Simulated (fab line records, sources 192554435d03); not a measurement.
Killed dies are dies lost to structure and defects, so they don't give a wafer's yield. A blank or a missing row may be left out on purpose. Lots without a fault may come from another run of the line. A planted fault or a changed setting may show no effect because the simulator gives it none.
Which tool did it? | flow n5_finfet | 10 lots, 29 wafers sampled, at 4 steps of a route of 1938

WHAT THE GAUGES READ, wafer by wafer
N5_BEOL_M11_OCD_MEAS_38.
lot  | measured     | on     | trench_depth_nm (nm)
L160 | day 11 12:45 | ocd-01 | 151.7 150.1 145.6
L161 | day 11 20:28 | ocd-02 | 146.6 146.3 153.5
L163 | day 11 20:56 | ocd-02 | 151.0 145.6 153.4
L162 | day 12 06:58 | ocd-02 | 151.0 149.0 145.2
L164 | day 12 10:07 | ocd-02 | 153.5 152.1
L172 | day 14 16:42 | ocd-02 | 145.8 154.0 149.2
L175 | day 14 23:23 | ocd-02 | 152.5 153.4 149.1
L174 | day 15 03:25 | ocd-01 | 152.3 147.1 147.1
L177 | day 15 14:44 | ocd-02 | 151.3 149.2 150.0
L178 | day 16 09:08 | ocd-02 | 149.4 149.6 147.7

WHICH TOOL RAN EACH LOT (tool, then ch and the chambers of the sampled wafers, then the start)
lot  | N5_BEOL_M11_DESCUM_33              | N5_BEOL_M11_VIA_ETCH_34            | N5_BEOL_M11_STRIP_36
L160 | rie_diel-03 ch 0,1,3, day 11 12:16 | rie_diel-03 ch 0,1,3, day 11 12:28 | rie_diel-03 ch 0,1,3, day 11 12:32
L161 | rie_diel-03 ch 1,2,3, day 11 19:59 | rie_diel-03 ch 1,2,3, day 11 20:11 | rie_diel-03 ch 1,2,3, day 11 20:15
L163 | rie_diel-03 ch 1,3, day 11 20:26   | rie_diel-03 ch 1,3, day 11 20:39   | rie_diel-03 ch 1,3, day 11 20:43
L162 | rie_diel-03 ch 0,2,3, day 12 06:28 | rie_diel-03 ch 0,2,3, day 12 06:40 | rie_diel-03 ch 0,2,3, day 12 06:44
L164 | rie_diel-03 ch 0,3, day 12 09:37   | rie_diel-03 ch 0,3, day 12 09:50   | rie_diel-03 ch 0,3, day 12 09:54
L172 | rie_diel-02 ch 0,1,3, day 14 16:13 | rie_diel-02 ch 0,1,3, day 14 16:25 | rie_diel-02 ch 0,1,3, day 14 16:29
L175 | rie_diel-02 ch 0,3, day 14 22:53   | rie_diel-02 ch 0,3, day 14 23:06   | rie_diel-02 ch 0,3, day 14 23:10
L174 | rie_diel-02 ch 0,2,3, day 15 02:55 | rie_diel-02 ch 0,2,3, day 15 03:08 | rie_diel-02 ch 0,2,3, day 15 03:11
L177 | rie_diel-03 ch 0,3, day 15 14:14   | rie_diel-03 ch 0,3, day 15 14:26   | rie_diel-03 ch 0,3, day 15 14:31
L178 | rie_diel-06 ch 0,1,2, day 16 08:39 | rie_diel-06 ch 0,1,2, day 16 08:52 | rie_diel-06 ch 0,1,2, day 16 08:55
- N5_BEOL_M11_DESCUM_33: chemistry O2, time 7.9 s.
- N5_BEOL_M11_VIA_ETCH_34: etches SiCOH lowk in C4F6/O2, target depth 184.5 nm, time 69.2 s.
- N5_BEOL_M11_STRIP_36: strips in N2/H2.

WHAT THE TOOLS THEMSELVES READ (means of the sampled wafers that have a number; where no wafer has one, the mark that the record gives instead)
N5_BEOL_M11_DESCUM_33.
lot  | tool        | bias_power_w (W) | drypump_motor_current_A (A) | o2_flow_sccm (sccm) | oes_product_au (a.u.) | rf_vpp_V (V) | showerhead_plenum_p_Torr (Torr) | throttle_valve_pct (%)
L160 | rie_diel-03 | 19.96            | 6.0                         | 224.3               | 0.83                  | 242.0        | 2.09                            | 20.48
L161 | rie_diel-03 | 19.96            | 5.5                         | 225.3               | 0.78                  | 243.4        | 2.07                            | 20.55
L163 | rie_diel-03 | 20.05            | 5.6                         | 226.6               | 0.85                  | 243.6        | 2.09                            | 20.50
L162 | rie_diel-03 | 20.09            | 5.8                         | 225.1               | 0.83                  | 241.7        | 2.03                            | 20.45
L164 | rie_diel-03 | 19.95            | 6.0                         | 224.7               | 0.88                  | 242.3        | 2.04                            | 20.38
L172 | rie_diel-02 | 20.04            | 5.9                         | 225.8               | 0.78                  | 244.2        | 2.19                            | 20.25
L175 | rie_diel-02 | 19.99            | 5.8                         | 225.6               | 0.83                  | 245.5        | 2.21                            | 20.31
L174 | rie_diel-02 | 19.99            | 5.9                         | 224.3               | 0.78                  | 243.4        | 2.13                            | 20.45
L177 | rie_diel-03 | 20.00            | 6.3                         | 224.5               | 0.83                  | 242.0        | 2.03                            | 20.40
L178 | rie_diel-06 | 20.02            | 5.8                         | 225.0               | 0.85                  | 244.6        | 2.10                            | 20.32

N5_BEOL_M11_VIA_ETCH_34.
lot  | tool        | drypump_motor_current_A (A) | oes_ar_750_au (a.u.) | oes_product_au (a.u.) | rf_vpp_V (V) | run_length_s (s) | showerhead_plenum_p_Torr (Torr) | throttle_valve_pct (%)
L160 | rie_diel-03 | 6.0                         | 0.83                 | 0.83                  | 673          | 92.5             | 2.84                            | 21.00
L161 | rie_diel-03 | 5.5                         | 0.79                 | 0.79                  | 668          | 92.3             | 2.82                            | 21.05
L163 | rie_diel-03 | 5.6                         | 0.84                 | 0.84                  | 673          | 90.4             | 2.85                            | 21.03
L162 | rie_diel-03 | 5.7                         | 0.82                 | 0.84                  | 673          | 90.9             | 2.77                            | 20.94
L164 | rie_diel-03 | 5.9                         | 0.86                 | 0.88                  | 678          | 90.0             | 2.79                            | 20.91
L172 | rie_diel-02 | 5.9                         | 0.78                 | 0.78                  | 672          | 92.8             | 2.98                            | 20.71
L175 | rie_diel-02 | 5.7                         | 0.83                 | 0.83                  | 671          | 92.8             | 3.00                            | 20.80
L174 | rie_diel-02 | 5.9                         | 0.78                 | 0.78                  | 667          | 92.6             | 2.89                            | 20.96
L177 | rie_diel-03 | 6.3                         | 0.82                 | 0.83                  | 676          | 92.5             | 2.78                            | 20.94
L178 | rie_diel-06 | 5.8                         | 0.84                 | 0.84                  | 663          | 92.5             | 2.85                            | 20.82

N5_BEOL_M11_STRIP_36.
lot  | tool        | bias_power_w (W) | drypump_motor_current_A (A) | n2_flow_sccm (sccm) | oes_product_au (a.u.) | rf_vpp_V (V) | showerhead_plenum_p_Torr (Torr) | throttle_valve_pct (%)
L160 | rie_diel-03 | 7.023            | 6.0                         | 199.6               | 0.83                  | 58.8         | 2.54                            | 23.8
L161 | rie_diel-03 | 6.986            | 5.5                         | 199.5               | 0.79                  | 61.4         | 2.52                            | 23.9
L163 | rie_diel-03 | 6.981            | 5.6                         | 199.9               | 0.84                  | 57.9         | 2.54                            | 23.7
L162 | rie_diel-03 | 7.001            | 5.8                         | 200.5               | 0.83                  | 58.3         | 2.47                            | 23.7
L164 | rie_diel-03 | 7.016            | 6.1                         | 199.7               | 0.88                  | 59.2         | 2.49                            | 23.6
L172 | rie_diel-02 | 7.012            | 6.0                         | 200.0               | 0.78                  | 59.9         | 2.66                            | 23.4
L175 | rie_diel-02 | 6.990            | 5.8                         | 200.3               | 0.83                  | 57.9         | 2.68                            | 23.5
L174 | rie_diel-02 | 7.016            | 5.9                         | 199.4               | 0.78                  | 59.1         | 2.58                            | 23.6
L177 | rie_diel-03 | 7.004            | 6.3                         | 199.8               | 0.83                  | 58.7         | 2.47                            | 23.7
L178 | rie_diel-06 | 7.004            | 5.8                         | 199.6               | 0.85                  | 60.3         | 2.53                            | 23.5

THE ANSWER, worked out from the rows above alone
Rule: what is usual is taken from the lots themselves. Put in order of their means at a reading, lots are off if they are a third of the lots or fewer, leave a main group of 4 or more, and stand apart from it by a gap of 3 or more times the standard deviation of the main group's means; of several such gaps the widest counts. A main group whose means are all the same, to the digits that the tables above print for the reading, isn't used. A lot without any number at a reading at which 4 lots or more have one is off too. The other lots that the step has rows for count as sound. The gauges are gone through in route order, then the tools' own readings, and for those a lot's mean is taken as printed above. The first step at which some lot is off is used, and at that step the reading that is off furthest; a lot without a number counts as furthest.
Off: L163, L162, L164, at N5_BEOL_M11_VIA_ETCH_34 (run_length_s). The main group: mean 92.6 s, standard deviation 0.17.
A tool fits if, at that step or a process step before it, it ran every lot that is off, and no sound lot after the first of them. None of those tried fits.

WHAT THE SIMULATOR HAD PUT IN
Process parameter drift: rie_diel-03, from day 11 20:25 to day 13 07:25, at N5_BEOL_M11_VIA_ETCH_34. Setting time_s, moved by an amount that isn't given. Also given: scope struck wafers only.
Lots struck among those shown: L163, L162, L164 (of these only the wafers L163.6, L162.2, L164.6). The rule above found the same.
